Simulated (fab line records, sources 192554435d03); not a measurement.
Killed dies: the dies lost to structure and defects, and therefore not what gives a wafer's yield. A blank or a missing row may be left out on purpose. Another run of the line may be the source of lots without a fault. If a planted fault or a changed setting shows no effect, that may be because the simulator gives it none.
Matching of chambers :: flow n5-finfet :: rie-diel-02 running N5_FIN_CUT_ETCH_20: 4 sister chambers
The step etches SiARC in CF4, target depth 26 nm, time 43.3 s. 22 wafers are shown with their chamber, then 11 later ones without.

== EACH WAFER AND ITS CHAMBER ==
wafer: L074.1
chamber: 2
drypump-motor-current-A (A): 5.3
rf-fwd-power-W (W): 534.1
showerhead-plenum-p-Torr (Torr): 2.09

wafer: L074.3
chamber: 1
drypump-motor-current-A (A): 6.6
rf-fwd-power-W (W): 538.3
showerhead-plenum-p-Torr (Torr): 2.02

wafer: L074.6
chamber: 2
drypump-motor-current-A (A): 5.3
rf-fwd-power-W (W): 536.3
showerhead-plenum-p-Torr (Torr): 2.09

wafer: L075.2
chamber: 0
drypump-motor-current-A (A): 6.1
rf-fwd-power-W (W): 535.9
showerhead-plenum-p-Torr (Torr): 2.22

wafer: L075.4
chamber: 3
drypump-motor-current-A (A): 5.3
rf-fwd-power-W (W): 531.4
showerhead-plenum-p-Torr (Torr): 2.19

wafer: L075.6
chamber: 3
drypump-motor-current-A (A): 5.2
rf-fwd-power-W (W): 531.1
showerhead-plenum-p-Torr (Torr): 2.19

wafer: L078.1
chamber: 1
drypump-motor-current-A (A): 6.6
rf-fwd-power-W (W): 539.6
showerhead-plenum-p-Torr (Torr): 2.02

wafer: L078.3
chamber: 2
drypump-motor-current-A (A): 5.3
rf-fwd-power-W (W): 536.6
showerhead-plenum-p-Torr (Torr): 2.08

wafer: L078.4
chamber: 1
drypump-motor-current-A (A): 6.6
rf-fwd-power-W (W): 538.6
showerhead-plenum-p-Torr (Torr): 2.01

wafer: L082.3
chamber: 2
drypump-motor-current-A (A): 5.2
rf-fwd-power-W (W): 535.7
showerhead-plenum-p-Torr (Torr): 2.08

wafer: L082.4
chamber: 3
drypump-motor-current-A (A): 5.2
rf-fwd-power-W (W): 531.3
showerhead-plenum-p-Torr (Torr): 2.19

wafer: L082.6
chamber: 2
drypump-motor-current-A (A): 5.2
rf-fwd-power-W (W): 535.2
showerhead-plenum-p-Torr (Torr): 2.08

wafer: L083.2
chamber: 3
drypump-motor-current-A (A): 5.2
rf-fwd-power-W (W): 529.2
showerhead-plenum-p-Torr (Torr): 2.19

wafer: L083.4
chamber: 0
drypump-motor-current-A (A): 6.1
rf-fwd-power-W (W): 532.3
showerhead-plenum-p-Torr (Torr): 2.21

wafer: L083.6
chamber: 2
drypump-motor-current-A (A): 5.3
rf-fwd-power-W (W): 533.5
showerhead-plenum-p-Torr (Torr): 2.08

wafer: L085.2
chamber: 0
drypump-motor-current-A (A): 6.1
rf-fwd-power-W (W): 530.2
showerhead-plenum-p-Torr (Torr): 2.21

wafer: L085.3
chamber: 2
drypump-motor-current-A (A): 5.3
rf-fwd-power-W (W): 534.3
showerhead-plenum-p-Torr (Torr): 2.08

wafer: L085.4
chamber: 1
drypump-motor-current-A (A): 6.6
rf-fwd-power-W (W): 536.3
showerhead-plenum-p-Torr (Torr): 2.27

wafer: L087.1
chamber: 0
drypump-motor-current-A (A): 6.1
rf-fwd-power-W (W): 527.3
showerhead-plenum-p-Torr (Torr): 2.21

wafer: L087.2
chamber: 1
drypump-motor-current-A (A): 6.6
rf-fwd-power-W (W): 538.3
showerhead-plenum-p-Torr (Torr): 2.26

wafer: L087.5
chamber: 0
drypump-motor-current-A (A): 6.1
rf-fwd-power-W (W): 528.8
showerhead-plenum-p-Torr (Torr): 2.21

wafer: L089.2
chamber: 3
drypump-motor-current-A (A): 5.2
rf-fwd-power-W (W): 530.1
showerhead-plenum-p-Torr (Torr): 2.18

SIGNATURES, as means of the wafers listed above
reading: drypump-motor-current-A
chamber 0: 6.100
chamber 1: 6.600
chamber 2: 5.271
chamber 3: 5.220
scatter within a chamber: 0.0352

reading: rf-fwd-power-W
chamber 0: 530.900
chamber 1: 538.220
chamber 2: 535.100
chamber 3: 530.620
scatter within a chamber: 1.86

reading: showerhead-plenum-p-Torr
chamber 0: 2.2120
chamber 1: 2.1160
chamber 2: 2.0829
chamber 3: 2.1880
scatter within a chamber: 0.0643
Rule: distance of a wafer from a chamber = root of the sum over the readings of ((wafer's reading minus chamber's mean) / reading's scatter) squared. If the next closest chamber is less than 2 further off than the closest, the wafer can't be placed; otherwise it belongs to the closest. The scatter is the square root of a quotient: the sum, over the shown wafers, of each reading's squared deviation from its chamber's mean, divided by wafers minus chambers.

== WAFERS WHOSE CHAMBER IS MISSING ==
wafer: L089.3
drypump-motor-current-A (A): 5.2
rf-fwd-power-W (W): 537.8
showerhead-plenum-p-Torr (Torr): 2.07

wafer: L089.6
drypump-motor-current-A (A): 5.3
rf-fwd-power-W (W): 537.6
showerhead-plenum-p-Torr (Torr): 2.07

wafer: L090.3
drypump-motor-current-A (A): 6.6
rf-fwd-power-W (W): 538.4
showerhead-plenum-p-Torr (Torr): 2.26

wafer: L090.4
drypump-motor-current-A (A): 5.3
rf-fwd-power-W (W): 533.4
showerhead-plenum-p-Torr (Torr): 2.18

wafer: L090.5
drypump-motor-current-A (A): 5.3
rf-fwd-power-W (W): 533.5
showerhead-plenum-p-Torr (Torr): 2.07

wafer: L091.1
drypump-motor-current-A (A): 5.3
rf-fwd-power-W (W): 535.4
showerhead-plenum-p-Torr (Torr): 2.07

wafer: L091.2
drypump-motor-current-A (A): 6.5
rf-fwd-power-W (W): 539.3
showerhead-plenum-p-Torr (Torr): 2.26

wafer: L091.6
drypump-motor-current-A (A): 6.1
rf-fwd-power-W (W): 529.9
showerhead-plenum-p-Torr (Torr): 2.21

wafer: L097.2
drypump-motor-current-A (A): 6.5
rf-fwd-power-W (W): 539.1
showerhead-plenum-p-Torr (Torr): 2.26

wafer: L097.3
drypump-motor-current-A (A): 6.2
rf-fwd-power-W (W): 532.9
showerhead-plenum-p-Torr (Torr): 2.20

wafer: L097.6
drypump-motor-current-A (A): 6.1
rf-fwd-power-W (W): 532.2
showerhead-plenum-p-Torr (Torr): 2.20

== WHICH CHAMBER EACH WENT THROUGH ==
wafer: L089.3
from the rows above: can't be placed: 2 or 3
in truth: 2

wafer: L089.6
from the rows above: 2
in truth: 2

wafer: L090.3
from the rows above: 1
in truth: 1

wafer: L090.4
from the rows above: can't be placed: 2 or 3
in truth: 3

wafer: L090.5
from the rows above: 2
in truth: 2

wafer: L091.1
from the rows above: 2
in truth: 2

wafer: L091.2
from the rows above: 1
in truth: 1

wafer: L091.6
from the rows above: 0
in truth: 0

wafer: L097.2
from the rows above: 1
in truth: 1

wafer: L097.3
from the rows above: 0
in truth: 0

wafer: L097.6
from the rows above: 0
in truth: 0
Correctly placed: 9 of 11. From these rows, 2 cannot be placed; in 2 the true chamber is one of the candidates. Number placed wrongly: 0.
